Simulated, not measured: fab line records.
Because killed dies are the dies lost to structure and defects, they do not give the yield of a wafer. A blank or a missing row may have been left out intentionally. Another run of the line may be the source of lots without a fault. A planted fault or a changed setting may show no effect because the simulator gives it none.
Which tool was responsible? + flow n5-finfet + Sampling: 8 lots, 24 wafers, 6 of 1938 route steps

## WHAT EACH GAUGE READ, for each wafer
N5_GATE_CUT_THK_MEAS_24.
| lot  | measured     | on            | GC_FILL_THK (nm)  |
|------|--------------|---------------|-------------------|
| L193 | day 4 21:13  | film-metro-02 | 218.9 220.8 221.8 |
| L195 | day 5 04:38  | film-metro-02 | 219.0 217.6 222.4 |
| L203 | day 7 05:32  | film-metro-01 | 256.1 221.7 258.5 |
| L205 | day 7 14:46  | film-metro-01 | 252.4 255.3 219.0 |
| L209 | day 8 13:40  | film-metro-02 | 218.1 222.8 220.8 |
| L210 | day 9 00:50  | film-metro-02 | 219.6 222.1 223.3 |
| L211 | day 9 05:26  | film-metro-02 | 221.2 222.2 221.9 |
| L215 | day 10 04:43 | film-metro-01 | 218.9 218.2 220.2 |

## EACH LOT AND THE TOOL THAT RAN IT (in order: tool; ch and the chambers of the sampled wafers; start)
| lot  | N5_GATE_CUT_HM_DEP_46         | N5_GATE_CUT_ETCH_36                | N5_GATE_CUT_HM_OPEN_40             | N5_GATE_CUT_ETCH_47              | N5_GATE_CUT_STRIP_21                |
|------|-------------------------------|------------------------------------|------------------------------------|----------------------------------|-------------------------------------|
| L193 | pecvd-03 ch 0,2, day 4 17:34  | rie-diel-02 ch 0,1, day 4 18:05    | rie-diel-02 ch 0,1, day 4 18:11    | rie-metal-03 ch 0,1, day 4 18:34 | plasma-asher-02 ch 1, day 4 18:43   |
| L195 | pecvd-03 ch 1,2, day 5 00:55  | rie-diel-04 ch 0,1,2, day 5 01:35  | rie-diel-04 ch 0,1,2, day 5 01:42  | rie-metal-01 ch 0,1, day 5 02:05 | plasma-asher-01 ch 1, day 5 02:13   |
| L203 | pecvd-03 ch 1,2, day 7 02:27  | rie-diel-04 ch 0,1,3, day 7 02:58  | rie-diel-04 ch 0,1,3, day 7 03:04  | rie-metal-03 ch 1, day 7 03:27   | plasma-asher-02 ch 0,1, day 7 03:35 |
| L205 | pecvd-03 ch 1,2, day 7 11:34  | rie-diel-02 ch 0,1,2, day 7 12:13  | rie-diel-02 ch 0,1,2, day 7 12:19  | rie-metal-03 ch 0,1, day 7 12:41 | plasma-asher-01 ch 0,1, day 7 12:50 |
| L209 | pecvd-02 ch 0,1, day 8 10:35  | rie-diel-02 ch 0,2,3, day 8 11:07  | rie-diel-02 ch 0,2,3, day 8 11:13  | rie-metal-02 ch 0,1, day 8 11:36 | plasma-asher-02 ch 1, day 8 11:44   |
| L210 | pecvd-02 ch 0,2, day 8 19:40  | rie-diel-02 ch 0,2, day 8 20:11    | rie-diel-02 ch 0,2, day 8 20:17    | rie-metal-01 ch 0,1, day 8 20:40 | plasma-asher-02 ch 0,1, day 8 20:49 |
| L211 | pecvd-02 ch 0,2, day 9 02:19  | rie-diel-04 ch 0,2, day 9 02:50    | rie-diel-04 ch 0,2, day 9 02:57    | rie-metal-01 ch 1, day 9 03:20   | plasma-asher-02 ch 0,1, day 9 03:28 |
| L215 | pecvd-01 ch 0,2, day 10 01:39 | rie-diel-04 ch 0,1,2, day 10 02:10 | rie-diel-04 ch 0,1,2, day 10 02:16 | rie-metal-02 ch 1, day 10 02:39  | plasma-asher-02 ch 1, day 10 02:47  |
- N5_GATE_CUT_HM_DEP_46: deposits SiO2 from TEOS/O2, target thk 130 nm, time 26.6 s.
- N5_GATE_CUT_ETCH_36: etches SiARC in CF4, target depth 13 nm, time 21.7 s.
- N5_GATE_CUT_HM_OPEN_40: chemistry C4F6/O2, target SiO2, target depth 139 nm, time 85.1 s.
- N5_GATE_CUT_ETCH_47: etches SiO2 in Cl2/BCl3, target depth 10 nm.
- N5_GATE_CUT_STRIP_21: strips in N2/H2, time 30 s.

## THE ANSWER, worked out from the rows above alone
Rule: the usual values come from the lots themselves. Put in order of their means at a reading, lots are off if they are a third of the lots or fewer, leave a main group of 4 or more, and stand apart from it by a gap of 3 or more times the standard deviation of the main group's means; of several such gaps the widest counts. The tables above print the reading to a certain number of digits; a main group whose means all agree to those digits is not used. A lot without any number at a reading at which 4 lots or more have one is off too. The other lots that the step has rows for count as sound.
Off: L203, L205, seen at N5_GATE_CUT_THK_MEAS_24 (GC_FILL_THK). The main group has a mean of 220.5 nm with a standard deviation of 0.97.
A tool fits if, at a process step before that reading, it ran every lot that is off, and no sound lot after the first of them. Those tools and the gauges at N5_GATE_CUT_THK_MEAS_24 are tried in the same way. 2 tools fit, pecvd-03 at N5_GATE_CUT_HM_DEP_46 and rie-metal-03 at N5_GATE_CUT_ETCH_47, so this cannot tell which one it is.

## WHAT THE SIMULATOR HAD INSERTED
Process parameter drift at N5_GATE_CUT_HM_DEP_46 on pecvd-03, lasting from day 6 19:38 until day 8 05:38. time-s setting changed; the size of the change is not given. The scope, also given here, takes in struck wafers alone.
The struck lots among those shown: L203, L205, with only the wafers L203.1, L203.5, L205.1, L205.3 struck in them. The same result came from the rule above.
